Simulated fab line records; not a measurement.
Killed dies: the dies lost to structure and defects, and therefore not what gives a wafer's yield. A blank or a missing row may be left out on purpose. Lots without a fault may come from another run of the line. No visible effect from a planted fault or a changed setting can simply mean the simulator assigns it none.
Matching of chambers | flow n5-finfet | N5_BEOL_M14_CMP_49 on cmp-03 has 4 sister chambers
The step polishes, stops on SiO2, t overpolish 5.2 s, target thk 560 nm. 7 wafers are shown with their chamber, then 7 later ones without.

WAFERS WITH THEIR CHAMBER
wafer  | chamber | motor-current-A (A) | barrier-field-endpoint-s (s)
L078.5 | 3       | 8.1                 | 11.30
L080.4 | 1       | 8.0                 | 11.74
L087.3 | 0       | 8.8                 | 11.09
L087.5 | 2       | 8.1                 | 11.03
L087.6 | 3       | 8.7                 | 11.14
L088.2 | 0       | 8.7                 | 11.44
L088.3 | 2       | 8.2                 | 11.16

WAFERS WITHOUT THEIR CHAMBER
wafer  | motor-current-A (A) | barrier-field-endpoint-s (s)
L088.6 | 8.4                 | 11.37
L085.4 | 7.9                 | 10.58
L085.5 | 8.0                 | 11.04
L085.6 | 8.9                 | 11.14
L095.2 | 8.2                 | 11.04
L095.4 | 8.2                 | 11.52
L095.6 | 8.5                 | 11.28

EACH ONE'S CHAMBER
wafer  | from the rows above               | in truth
L088.6 | can't be placed: 3 or 0 or 2 or 1 | 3
L085.4 | can't be placed: 2 or 3           | 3
L085.5 | can't be placed: 2 or 3           | 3
L085.6 | can't be placed: 0 or 3           | 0
L095.2 | can't be placed: 2 or 3           | 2
L095.4 | can't be placed: 1 or 3 or 2 or 0 | 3
L095.6 | can't be placed: 3 or 0 or 2      | 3
Correctly placed: 0 of 7. Can't be placed from these rows: 7 (the true chamber is among the candidates in 7). Number placed wrongly: 0.
How it was worked out, from the rows above alone: a wafer's distance from a chamber is the root of the sum, over the readings, of the square of ((its reading less the chamber's mean) divided by the reading's scatter). If the next closest chamber is less than 2 further off than the closest, the wafer can't be placed; otherwise it belongs to the closest. For every chamber, the mean is computed from those of its wafers that are shown. How the scatter is found: for the shown wafers, subtract from each reading the mean of its chamber, square and add these, divide the total by (wafers less chambers), then take the root.
